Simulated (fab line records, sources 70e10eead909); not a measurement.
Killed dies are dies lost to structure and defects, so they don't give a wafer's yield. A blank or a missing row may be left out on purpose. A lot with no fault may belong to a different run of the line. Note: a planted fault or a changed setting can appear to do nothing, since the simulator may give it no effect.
Chamber matching	flow nandHarc	rieDiel-10 running NHARC_P_ZERO_WELL_DESCUM_26: 4 sister chambers
The step chemistry O2, time 3 s. 4 wafers are shown with their chamber, then 7 later ones without.

== WAFERS WITH THEIR CHAMBER ==
wafer	chamber	drypumpMotorCurrentA (A)
L326.6	0	6.2
L329.1	3	6.2
L330.1	2	5.3
L330.2	1	5.7

== WAFERS WHOSE CHAMBER IS MISSING ==
wafer	drypumpMotorCurrentA (A)
L330.3	6.1
L332.2	6.2
L332.3	5.7
L332.6	5.3
L333.2	5.7
L333.4	6.2
L333.6	6.2

== EACH ONE'S CHAMBER ==
wafer	from the rows above	in truth
L330.3	can't be placed: 0 or 3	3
L332.2	can't be placed: 0 or 3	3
L332.3	1	1
L332.6	2	2
L333.2	1	1
L333.4	can't be placed: 0 or 3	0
L333.6	can't be placed: 0 or 3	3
Correctly placed: 3 of 7. Can't be placed from these rows: 4 (the true chamber is among the candidates in 4). Wrongly placed: 0.
How it was worked out, from the rows above alone: a wafer's distance from a chamber is the root of the sum, over the readings, of the square of ((its reading less the chamber's mean) divided by the reading's scatter). If the next closest chamber is less than 2 further off than the closest, the wafer can't be placed; otherwise it belongs to the closest. A chamber's mean is the mean of its shown wafers. The scatter: root of mean squared gap, hidden wafer to nearest shown wafer, with one shown wafer a chamber.
